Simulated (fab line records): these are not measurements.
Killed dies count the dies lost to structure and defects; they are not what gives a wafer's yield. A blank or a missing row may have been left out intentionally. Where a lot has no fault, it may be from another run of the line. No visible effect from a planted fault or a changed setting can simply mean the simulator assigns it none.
fab line records || flow n5_finfet
record: {"lots": 7, "wafers": 21, "last_day": 17}
route steps=1938 shown SD_EPI_N@288 SD_EPI_P@295
lots with no fault: from the same line, run without faults
start_h: start of the lot's first displayed wafer, in hours after the record's first day || wait_h: how many hours have passed since the lot's step before this one || " identical to the entry in the row above || L1.1+2: one row covering several wafers at once || - no value, or no start was given || * or withheld: withheld || < > ~ a bound
route shown NAME@n: a module of which the file shows steps, and the number in the route of the first || usual: mean and standard deviation over wafers with no fault || same: alike in all rows || chamber/n: place in a boat || sites: readings site by site || _std_site: the standard deviation of these || _edge_site: inner sites' mean taken away from outer sites' mean || radius_mm: how far each site lies from the wafer's centre || mask NAME#n: copy n || behind: tool/chamber where the wafer was last shaped || hold: why the lot went on hold/how many hours it stayed there/how the hold came to an end || device: whichever transistor did not switch (one of n, p or np) || end of line: tests run on the same wafers once the route is complete || a step without rows: its recipe alone || killed: not the wafer's yield, but the dies lost to structure and defects at the first sort || map: shows each die of a wafer: x if killed, . if not, _ if none is there
set.NAME: the setting the step ran with; set.NAME@STEP: the setting that earlier step ran with || model.NAME: the simulator's own value behind a step, which no gauge read
certain route steps with their lots: each step a table, each wafer a row
services: when a tool's chamber went out of use (start_h, in hours from the record's first day, below 0 if earlier), for how many hours, and the reason
== steps ==
step: N5_SD_EPI_N_EPI_21
recipe: {"material": "Si:P", "dopant": "P", "temp_c": 680, "pressure_torr": 255, "time_s": 690}
step: N5_SD_EPI_N_EPI_MEAS_23
recipe: {"mode": "xrd"}
usual: {"thk_nm": "58.9/1.2"}
{"lot.wafer": "L326.1", "tool": "film_metro-02", "chamber": "-", "start_h": 51.74, "wait_h": 1.5, "thk_nm": 60.2}
{"lot.wafer": "L326.4", "tool": "film_metro-02", "chamber": "-", "start_h": 51.74, "wait_h": 1.5, "thk_nm": 59.2}
{"lot.wafer": "L326.6", "tool": "film_metro-02", "chamber": "-", "start_h": 51.74, "wait_h": 1.5, "thk_nm": 62.6}
{"lot.wafer": "L333.2", "tool": "film_metro-01", "chamber": "-", "start_h": 94.09, "wait_h": 1.2, "thk_nm": 60.0}
{"lot.wafer": "L333.4", "tool": "film_metro-01", "chamber": "-", "start_h": 94.09, "wait_h": 1.2, "thk_nm": 57.0}
{"lot.wafer": "L333.5", "tool": "film_metro-01", "chamber": "-", "start_h": 94.09, "wait_h": 1.2, "thk_nm": 58.9}
{"lot.wafer": "L343.1", "tool": "film_metro-01", "chamber": "-", "start_h": 153.50, "wait_h": 1.5, "thk_nm": 59.8}
{"lot.wafer": "L343.4", "tool": "film_metro-01", "chamber": "-", "start_h": 153.50, "wait_h": 1.5, "thk_nm": 58.3}
{"lot.wafer": "L343.5", "tool": "film_metro-01", "chamber": "-", "start_h": 153.50, "wait_h": 1.5, "thk_nm": 57.2}
{"lot.wafer": "L344.3", "tool": "film_metro-01", "chamber": "-", "start_h": 159.19, "wait_h": 1.2, "thk_nm": 59.6}
{"lot.wafer": "L344.4", "tool": "film_metro-01", "chamber": "-", "start_h": 159.19, "wait_h": 1.2, "thk_nm": 56.9}
{"lot.wafer": "L344.6", "tool": "film_metro-01", "chamber": "-", "start_h": 159.19, "wait_h": 1.2, "thk_nm": 60.3}
{"lot.wafer": "L345.3", "tool": "film_metro-01", "chamber": "-", "start_h": 166.90, "wait_h": 0.9, "thk_nm": 58.4}
{"lot.wafer": "L345.4", "tool": "film_metro-01", "chamber": "-", "start_h": 166.90, "wait_h": 0.9, "thk_nm": 59.7}
{"lot.wafer": "L345.6", "tool": "film_metro-01", "chamber": "-", "start_h": 166.90, "wait_h": 0.9, "thk_nm": 60.6}
{"lot.wafer": "L348.1", "tool": "film_metro-02", "chamber": "-", "start_h": 183.41, "wait_h": 1.9, "thk_nm": 59.7}
{"lot.wafer": "L348.3", "tool": "film_metro-02", "chamber": "-", "start_h": 183.41, "wait_h": 1.9, "thk_nm": 58.4}
{"lot.wafer": "L348.4", "tool": "film_metro-02", "chamber": "-", "start_h": 183.41, "wait_h": 1.9, "thk_nm": 57.9}
{"lot.wafer": "L349.2", "tool": "film_metro-02", "chamber": "-", "start_h": 191.04, "wait_h": 1.5, "thk_nm": 58.3}
{"lot.wafer": "L349.3", "tool": "film_metro-02", "chamber": "-", "start_h": 191.04, "wait_h": 1.5, "thk_nm": 57.7}
{"lot.wafer": "L349.5", "tool": "film_metro-02", "chamber": "-", "start_h": 191.04, "wait_h": 1.5, "thk_nm": 59.9}
step: N5_SD_EPI_N_PRECLEAN_24
recipe: {"chemistry": "O3/DIW", "time_s": 60, "temp_c": 22, "o3_ppm": 10}
step: N5_SD_EPI_N_SRD_25
recipe: {"time_s": 30, "temp_c": 23, "rinse_liquid": "diw", "dry": "ipa_marangoni"}
step: N5_SD_EPI_N_PRECLEAN_49
recipe: {"chemistry": "NF3:NH3", "afs_cycles": 1, "temp_c": 30, "time_s": 20, "sublimation_temp_c": 180, "sublimation_time_s": 60, "pressure_torr": 3, "rf_power_w": 30}
step: N5_SD_EPI_N_LINER_46
recipe: {"material": "SiNx", "target_thk_a": 30, "temp_c": 400, "ald_precursor_family": "SiH2I2", "ald_co_reactant": "N2/H2-plasma", "pressure_torr": 2}
usual: {"heater_power_w": "871/71", "susceptor_temp_C": "399.98/0.23"}
{"lot.wafer": "L326.1", "tool": "ald_sin-04", "chamber": 1, "start_h": 52.04, "wait_h": 0.2, "heater_power_w": 918, "since_wet_clean_h": 241, "susceptor_temp_C": 399.86}
{"lot.wafer": "L326.4", "tool": "ald_sin-04", "chamber": 0, "start_h": 52.04, "wait_h": 0.2, "heater_power_w": 844, "since_wet_clean_h": 241, "susceptor_temp_C": 400.15}
{"lot.wafer": "L326.6", "tool": "ald_sin-04", "chamber": 1, "start_h": 52.04, "wait_h": 0.2, "heater_power_w": 870, "since_wet_clean_h": "-", "susceptor_temp_C": 399.90}
{"lot.wafer": "L333.2", "tool": "ald_sin-04", "chamber": 0, "start_h": 94.77, "wait_h": 0.5, "heater_power_w": 840, "since_wet_clean_h": 284, "susceptor_temp_C": 400.06}
{"lot.wafer": "L333.4", "tool": "ald_sin-04", "chamber": 3, "start_h": 94.77, "wait_h": 0.5, "heater_power_w": 793, "since_wet_clean_h": 284, "susceptor_temp_C": 399.81}
{"lot.wafer": "L333.5", "tool": "ald_sin-04", "chamber": 0, "start_h": 94.77, "wait_h": 0.5, "heater_power_w": 831, "since_wet_clean_h": "-", "susceptor_temp_C": 400.15}
{"lot.wafer": "L343.1", "tool": "ald_sin-04", "chamber": 3, "start_h": 153.81, "wait_h": 0.2, "heater_power_w": 792, "since_wet_clean_h": 343, "susceptor_temp_C": 400.28}
{"lot.wafer": "L343.4", "tool": "ald_sin-04", "chamber": 2, "start_h": 153.81, "wait_h": 0.2, "heater_power_w": 991, "since_wet_clean_h": 343, "susceptor_temp_C": 400.12}
{"lot.wafer": "L343.5", "tool": "ald_sin-04", "chamber": 3, "start_h": 153.81, "wait_h": 0.2, "heater_power_w": 788, "since_wet_clean_h": "-", "susceptor_temp_C": 399.78}
{"lot.wafer": "L344.3", "tool": "ald_sin-01", "chamber": 1, "start_h": 159.57, "wait_h": 0.2, "heater_power_w": 909, "since_wet_clean_h": 60, "susceptor_temp_C": 400.02}
{"lot.wafer": "L344.4", "tool": "ald_sin-01", "chamber": 3, "start_h": 159.57, "wait_h": 0.2, "heater_power_w": 883, "since_wet_clean_h": 60, "susceptor_temp_C": 399.65}
{"lot.wafer": "L344.6", "tool": "ald_sin-01", "chamber": 3, "start_h": 159.57, "wait_h": 0.2, "heater_power_w": 880, "since_wet_clean_h": "-", "susceptor_temp_C": 399.56}
{"lot.wafer": "L345.3", "tool": "ald_sin-04", "chamber": 2, "start_h": 167.20, "wait_h": 0.1, "heater_power_w": 978, "since_wet_clean_h": 357, "susceptor_temp_C": 400.06}
{"lot.wafer": "L345.4", "tool": "ald_sin-04", "chamber": 3, "start_h": 167.20, "wait_h": 0.1, "heater_power_w": 795, "since_wet_clean_h": 357, "susceptor_temp_C": 399.92}
{"lot.wafer": "L345.6", "tool": "ald_sin-04", "chamber": 0, "start_h": 167.20, "wait_h": 0.1, "heater_power_w": 833, "since_wet_clean_h": "-", "susceptor_temp_C": 399.92}
{"lot.wafer": "L348.1", "tool": "ald_sin-01", "chamber": 2, "start_h": 184.52, "wait_h": 1.0, "heater_power_w": 793, "since_wet_clean_h": 85, "susceptor_temp_C": 399.89}
{"lot.wafer": "L348.3", "tool": "ald_sin-01", "chamber": 1, "start_h": 184.52, "wait_h": 1.0, "heater_power_w": 887, "since_wet_clean_h": 85, "susceptor_temp_C": 399.68}
{"lot.wafer": "L348.4", "tool": "ald_sin-01", "chamber": 3, "start_h": 184.52, "wait_h": 1.0, "heater_power_w": 863, "since_wet_clean_h": 85, "susceptor_temp_C": 400.28}
{"lot.wafer": "L349.2", "tool": "ald_sin-02", "chamber": 0, "start_h": 191.49, "wait_h": 0.1, "heater_power_w": 1017, "since_wet_clean_h": 289, "susceptor_temp_C": 400.24}
{"lot.wafer": "L349.3", "tool": "ald_sin-02", "chamber": 1, "start_h": 191.49, "wait_h": 0.1, "heater_power_w": 859, "since_wet_clean_h": 289, "susceptor_temp_C": 399.83}
{"lot.wafer": "L349.5", "tool": "ald_sin-02", "chamber": 0, "start_h": 191.49, "wait_h": 0.1, "heater_power_w": 1030, "since_wet_clean_h": "-", "susceptor_temp_C": 400.38}
step: N5_SD_EPI_N_INSPECT_26
recipe: {"inspect_instrument": "darkfield", "mode": "post_epi"}
usual: {"raw_defect_count": "198/39"}
{"lot.wafer": "L326.1", "tool": "defect_inspect-02", "chamber": "-", "start_h": 52.29, "wait_h": 0.1, "raw_defect_count": 233}
{"lot.wafer": "L326.4", "tool": "defect_inspect-02", "chamber": "-", "start_h": 52.29, "wait_h": 0.1, "raw_defect_count": 204}
{"lot.wafer": "L326.6", "tool": "defect_inspect-02", "chamber": "-", "start_h": 52.29, "wait_h": 0.1, "raw_defect_count": 221}
{"lot.wafer": "L333.2", "tool": "defect_inspect-01", "chamber": "-", "start_h": 95.03, "wait_h": 0.1, "raw_defect_count": 137}
{"lot.wafer": "L333.4", "tool": "defect_inspect-01", "chamber": "-", "start_h": 95.03, "wait_h": 0.1, "raw_defect_count": 152}
{"lot.wafer": "L333.5", "tool": "defect_inspect-01", "chamber": "-", "start_h": 95.03, "wait_h": 0.1, "raw_defect_count": 137}
{"lot.wafer": "L343.1", "tool": "defect_inspect-01", "chamber": "-", "start_h": 154.06, "wait_h": 0.1, "raw_defect_count": 107}
{"lot.wafer": "L343.4", "tool": "defect_inspect-01", "chamber": "-", "start_h": 154.06, "wait_h": 0.1, "raw_defect_count": 130}
{"lot.wafer": "L343.5", "tool": "defect_inspect-01", "chamber": "-", "start_h": 154.06, "wait_h": 0.1, "raw_defect_count": 145}
{"lot.wafer": "L344.3", "tool": "defect_inspect-01", "chamber": "-", "start_h": 159.82, "wait_h": 0.1, "raw_defect_count": 185}
{"lot.wafer": "L344.4", "tool": "defect_inspect-01", "chamber": "-", "start_h": 159.82, "wait_h": 0.1, "raw_defect_count": 171}
{"lot.wafer": "L344.6", "tool": "defect_inspect-01", "chamber": "-", "start_h": 159.82, "wait_h": 0.1, "raw_defect_count": 219}
{"lot.wafer": "L345.3", "tool": "defect_inspect-02", "chamber": "-", "start_h": 167.46, "wait_h": 0.1, "raw_defect_count": 211}
{"lot.wafer": "L345.4", "tool": "defect_inspect-02", "chamber": "-", "start_h": 167.46, "wait_h": 0.1, "raw_defect_count": 175}
{"lot.wafer": "L345.6", "tool": "defect_inspect-02", "chamber": "-", "start_h": 167.46, "wait_h": 0.1, "raw_defect_count": 214}
{"lot.wafer": "L348.1", "tool": "defect_inspect-02", "chamber": "-", "start_h": 184.77, "wait_h": 0.1, "raw_defect_count": 241}
{"lot.wafer": "L348.3", "tool": "defect_inspect-02", "chamber": "-", "start_h": 184.77, "wait_h": 0.1, "raw_defect_count": 231}
{"lot.wafer": "L348.4", "tool": "defect_inspect-02", "chamber": "-", "start_h": 184.77, "wait_h": 0.1, "raw_defect_count": 252}
{"lot.wafer": "L349.2", "tool": "defect_inspect-02", "chamber": "-", "start_h": 191.74, "wait_h": 0.1, "raw_defect_count": 143}
{"lot.wafer": "L349.3", "tool": "defect_inspect-02", "chamber": "-", "start_h": 191.74, "wait_h": 0.1, "raw_defect_count": 187}
{"lot.wafer": "L349.5", "tool": "defect_inspect-02", "chamber": "-", "start_h": 191.74, "wait_h": 0.1, "raw_defect_count": 156}
step: N5_SD_EPI_P_COAT_34
recipe: {"resist": "SOC", "temp_c": 250, "time_s": 60, "spin_rpm": 1500, "resist_thk_nm": 350}
step: N5_SD_EPI_P_COAT_35
recipe: {"resist": "SiARC", "temp_c": 220, "time_s": 60, "spin_rpm": 1500, "resist_thk_nm": 35}
step: N5_SD_EPI_P_COAT_03
recipe: {"resist": "CAR-ArF-block", "spin_rpm": 1500, "resist_thk_nm": 150}
step: N5_SD_EPI_P_EBR_05
recipe: {"solvent": "PGMEA", "ebr_width_mm": 1.5}
step: N5_SD_EPI_P_SOFTBAKE_04
recipe: {"temp_c": 110, "time_s": 60, "resist": "CAR-ArF-block"}
step: N5_SD_EPI_P_EXPOSE_06
recipe: {"mask_id": "SD_P_BLK", "na": 1.35, "source_shape": "conventional", "sigma_outer": 0.8, "polarization": "unpolarized", "target_cd_nm": 240, "dose_mj": 39.5}
usual: {"exposure_dose_mJ_cm2": "39.47/0.042", "focus_offset_nm": "0.0/0.56"}
{"lot.wafer": "L326.1", "tool": "arfi_scanner-02", "chamber": 0, "start_h": 52.57, "wait_h": "-", "mask": "SD_P_BLK#0", "exposure_dose_mJ_cm2": 39.56, "focus_offset_nm": 0.3}
{"lot.wafer": "L326.4", "tool": "arfi_scanner-02", "chamber": 0, "start_h": 52.57, "wait_h": "-", "mask": "SD_P_BLK#0", "exposure_dose_mJ_cm2": 39.60, "focus_offset_nm": 0.4}
{"lot.wafer": "L326.6", "tool": "arfi_scanner-02", "chamber": 0, "start_h": 52.57, "wait_h": "-", "mask": "SD_P_BLK#0", "exposure_dose_mJ_cm2": 39.50, "focus_offset_nm": 0.7}
{"lot.wafer": "L333.2", "tool": "arfi_scanner-03", "chamber": 0, "start_h": 95.31, "wait_h": "-", "mask": "SD_P_BLK#0", "exposure_dose_mJ_cm2": 39.47, "focus_offset_nm": -0.4}
{"lot.wafer": "L333.4", "tool": "arfi_scanner-03", "chamber": 0, "start_h": 95.31, "wait_h": "-", "mask": "SD_P_BLK#0", "exposure_dose_mJ_cm2": 39.48, "focus_offset_nm": 0.1}
{"lot.wafer": "L333.5", "tool": "arfi_scanner-03", "chamber": 0, "start_h": 95.31, "wait_h": "-", "mask": "SD_P_BLK#0", "exposure_dose_mJ_cm2": 39.48, "focus_offset_nm": 0.1}
{"lot.wafer": "L343.1", "tool": "arfi_scanner-03", "chamber": "-", "start_h": 154.21, "wait_h": "-", "mask": "SD_P_BLK#0", "exposure_dose_mJ_cm2": "-", "focus_offset_nm": "-"}
{"lot.wafer": "L343.4", "tool": "arfi_scanner-03", "chamber": "-", "start_h": 154.21, "wait_h": "-", "mask": "SD_P_BLK#0", "exposure_dose_mJ_cm2": "-", "focus_offset_nm": "-"}
{"lot.wafer": "L343.5", "tool": "arfi_scanner-03", "chamber": "-", "start_h": 154.21, "wait_h": "-", "mask": "SD_P_BLK#0", "exposure_dose_mJ_cm2": "-", "focus_offset_nm": "-"}
{"lot.wafer": "L344.3", "tool": "arfi_scanner-02", "chamber": "-", "start_h": 160.10, "wait_h": "-", "mask": "SD_P_BLK#0", "exposure_dose_mJ_cm2": "-", "focus_offset_nm": "-"}
{"lot.wafer": "L344.4", "tool": "arfi_scanner-02", "chamber": "-", "start_h": 160.10, "wait_h": "-", "mask": "SD_P_BLK#0", "exposure_dose_mJ_cm2": "-", "focus_offset_nm": "-"}
{"lot.wafer": "L344.6", "tool": "arfi_scanner-02", "chamber": "-", "start_h": 160.10, "wait_h": "-", "mask": "SD_P_BLK#0", "exposure_dose_mJ_cm2": "-", "focus_offset_nm": "-"}
{"lot.wafer": "L345.3", "tool": "arfi_scanner-02", "chamber": "-", "start_h": 167.62, "wait_h": "-", "mask": "SD_P_BLK#0", "exposure_dose_mJ_cm2": "-", "focus_offset_nm": "-"}
{"lot.wafer": "L345.4", "tool": "arfi_scanner-02", "chamber": "-", "start_h": 167.62, "wait_h": "-", "mask": "SD_P_BLK#0", "exposure_dose_mJ_cm2": "-", "focus_offset_nm": "-"}
{"lot.wafer": "L345.6", "tool": "arfi_scanner-02", "chamber": "-", "start_h": 167.62, "wait_h": "-", "mask": "SD_P_BLK#0", "exposure_dose_mJ_cm2": "-", "focus_offset_nm": "-"}
{"lot.wafer": "L348.1", "tool": "arfi_scanner-02", "chamber": 0, "start_h": 184.95, "wait_h": "-", "mask": "SD_P_BLK#0", "exposure_dose_mJ_cm2": 39.44, "focus_offset_nm": 0.0}
{"lot.wafer": "L348.3", "tool": "arfi_scanner-02", "chamber": 0, "start_h": 184.95, "wait_h": "-", "mask": "SD_P_BLK#0", "exposure_dose_mJ_cm2": 39.42, "focus_offset_nm": -0.7}
{"lot.wafer": "L348.4", "tool": "arfi_scanner-02", "chamber": 0, "start_h": 184.95, "wait_h": "-", "mask": "SD_P_BLK#0", "exposure_dose_mJ_cm2": 39.43, "focus_offset_nm": -0.2}
{"lot.wafer": "L349.2", "tool": "arfi_scanner-03", "chamber": 0, "start_h": 192.02, "wait_h": "-", "mask": "SD_P_BLK#0", "exposure_dose_mJ_cm2": 39.45, "focus_offset_nm": 0.2}
{"lot.wafer": "L349.3", "tool": "arfi_scanner-03", "chamber": 0, "start_h": 192.02, "wait_h": "-", "mask": "SD_P_BLK#0", "exposure_dose_mJ_cm2": 39.46, "focus_offset_nm": 1.1}
{"lot.wafer": "L349.5", "tool": "arfi_scanner-03", "chamber": 0, "start_h": 192.02, "wait_h": "-", "mask": "SD_P_BLK#0", "exposure_dose_mJ_cm2": 39.44, "focus_offset_nm": 0.3}
step: N5_SD_EPI_P_PEB_07
recipe: {"peb_temp_c": 110, "peb_time_s": 60, "resist": "CAR-ArF-block"}
== services ==
{"tool": "arfi_scanner-03", "chamber": "-", "start_h": 31.92, "hours": 1.3, "kind": "pm"}
{"tool": "arfi_scanner-02", "chamber": "-", "start_h": 41.68, "hours": 4.9, "kind": "pm"}
{"tool": "arfi_scanner-03", "chamber": "-", "start_h": 46.37, "hours": 3.1, "kind": "pm"}
{"tool": "ald_sin-02", "chamber": "-", "start_h": 50.88, "hours": 1.8, "kind": "repair"}
{"tool": "arfi_scanner-03", "chamber": "-", "start_h": 51.68, "hours": 11.7, "kind": "repair"}
{"tool": "ald_sin-02", "chamber": 0, "start_h": 76.05, "hours": 8.1, "kind": "repair"}
{"tool": "arfi_scanner-03", "chamber": "-", "start_h": 81.77, "hours": 0.8, "kind": "pm"}
{"tool": "ald_sin-01", "chamber": "-", "start_h": 85.84, "hours": 14.0, "kind": "pm"}
{"tool": "arfi_scanner-03", "chamber": "-", "start_h": 91.89, "hours": 0.4, "kind": "repair"}
{"tool": "ald_sin-02", "chamber": "-", "start_h": 95.70, "hours": 6.0, "kind": "pm"}
{"tool": "arfi_scanner-02", "chamber": "-", "start_h": 100.38, "hours": 2.9, "kind": "repair"}
{"tool": "arfi_scanner-02", "chamber": "-", "start_h": 110.23, "hours": 0.8, "kind": "pm"}
{"tool": "arfi_scanner-03", "chamber": "-", "start_h": 110.65, "hours": 1.0, "kind": "pm"}
{"tool": "arfi_scanner-03", "chamber": "-", "start_h": 112.06, "hours": 4.9, "kind": "pm"}
{"tool": "arfi_scanner-02", "chamber": "-", "start_h": 113.62, "hours": 0.5, "kind": "repair"}
{"tool": "arfi_scanner-02", "chamber": "-", "start_h": 114.13, "hours": 1.3, "kind": "pm"}
{"tool": "ald_sin-02", "chamber": 3, "start_h": 123.38, "hours": 3.3, "kind": "repair"}
{"tool": "ald_sin-04", "chamber": 1, "start_h": 137.93, "hours": 12.3, "kind": "repair"}
{"tool": "ald_sin-02", "chamber": "-", "start_h": 140.54, "hours": 0.7, "kind": "repair"}
{"tool": "arfi_scanner-03", "chamber": "-", "start_h": 152.25, "hours": 1.0, "kind": "pm"}
{"tool": "arfi_scanner-03", "chamber": "-", "start_h": 157.42, "hours": 1.3, "kind": "pm"}
{"tool": "ald_sin-04", "chamber": "-", "start_h": 173.10, "hours": 6.0, "kind": "pm"}
{"tool": "ald_sin-04", "chamber": "-", "start_h": 179.10, "hours": 14.0, "kind": "pm"}
{"tool": "arfi_scanner-02", "chamber": "-", "start_h": 188.46, "hours": 1.0, "kind": "pm"}
== key ==
first_sign: {"step": "N5_SD_EPI_P_EXPOSE_06", "reading": "tool_record", "direction": "missing"}
effect none on later readings
met_at N5_SD_EPI_P_EXPOSE_06
struck_wafers L343.1,L343.4,L343.5,L344.3,L344.4,L344.6,L345.3,L345.4,L345.6
rows_end L344.3,L344.4,L344.6,L345.3,L345.4,L345.6
later_rows_left_out L343.1,L343.4,L343.5
sort_left_out L343.1,L343.4,L343.5
tester_left_out L343
onset_between 95.31 154.21
fault: {"kind": "skipped_step_whole", "tool": "arfi_scanner-02,arfi_scanner-03", "chamber": "-", "onset_h": 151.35, "steps": "N5_SD_EPI_P_EXPOSE_06", "scope": "struck_lots_only"}
tester_left_out: of these lots the tester's yield and bins aren't shown, on N5 and GAA mostly nor the transistor test; their killed dies are dies lost to structure and defects alone, not to doping, threshold or leakage, so they don't give the yield
sort_left_out: the simulated sort isn't trusted on such a fault, so these wafers' sort isn't shown, and their yield isn't known
later_rows_left_out: the simulator's readings of these wafers behind a module that went badly wrong aren't trusted and aren't shown, but for the sort
rows_end: these wafers met a further fault down the route, and their rows from its step on are left out
